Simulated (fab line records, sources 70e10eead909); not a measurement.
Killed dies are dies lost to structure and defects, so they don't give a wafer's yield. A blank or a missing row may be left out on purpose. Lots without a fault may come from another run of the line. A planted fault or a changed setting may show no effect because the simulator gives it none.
Chamber matching | flow nand_harc | NHARC_A_SLIT_DEP_23 on pecvd-02: 3 sister chambers
The step deposits SiON, target thk 100 nm. 18 wafers are shown with their chamber, then 9 later ones without.

WAFERS WITH THEIR CHAMBER
wafer  | chamber | heater_power_w (W)
L075.1 | 1       | 706
L075.2 | 0       | 798
L075.6 | 1       | 706
L078.2 | 0       | 754
L078.3 | 0       | 774
L078.6 | 2       | 642
L079.2 | 2       | 614
L079.4 | 0       | 918
L079.5 | 2       | 619
L082.1 | 2       | 675
L082.2 | 0       | 875
L082.5 | 1       | 681
L087.1 | 0       | 846
L087.4 | 1       | 648
L087.6 | 2       | 630
L086.3 | 0       | 806
L086.4 | 2       | 630
L086.5 | 1       | 718

SIGNATURES (means of the wafers above)
reading        | chamber 0 | chamber 1 | chamber 2 | scatter within a chamber
heater_power_w | 824.43    | 691.80    | 635.00    | 41.5
Rule: a wafer's distance from a chamber is the root of the sum, over the readings, of the square of ((its reading less the chamber's mean) divided by the reading's scatter). The wafer belongs to the nearest chamber; if the next one is less than 2 further off, it can't be placed. The scatter: the root of (the sum of the squares of (reading less its chamber's mean) over the shown wafers, divided by (wafers less chambers)).

WAFERS WITHOUT THEIR CHAMBER
wafer  | heater_power_w (W)
L090.1 | 768
L090.2 | 556
L090.4 | 746
L093.1 | 654
L093.2 | 804
L093.4 | 797
L095.1 | 756
L095.2 | 630
L095.4 | 900

WHICH CHAMBER EACH WENT THROUGH
wafer  | from the rows above          | in truth
L090.1 | can't be placed: 0 or 1 or 2 | 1
L090.2 | can't be placed: 2 or 1      | 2
L090.4 | can't be placed: 1 or 0 or 2 | 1
L093.1 | can't be placed: 2 or 1      | 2
L093.2 | 0                            | 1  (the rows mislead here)
L093.4 | can't be placed: 0 or 1      | 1
L095.1 | can't be placed: 1 or 0 or 2 | 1
L095.2 | can't be placed: 2 or 1      | 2
L095.4 | 0                            | 0
Placed correctly: 1 of 9. Can't be placed from these rows: 7 (the true chamber is among the candidates in 7). Placed wrongly: 1.
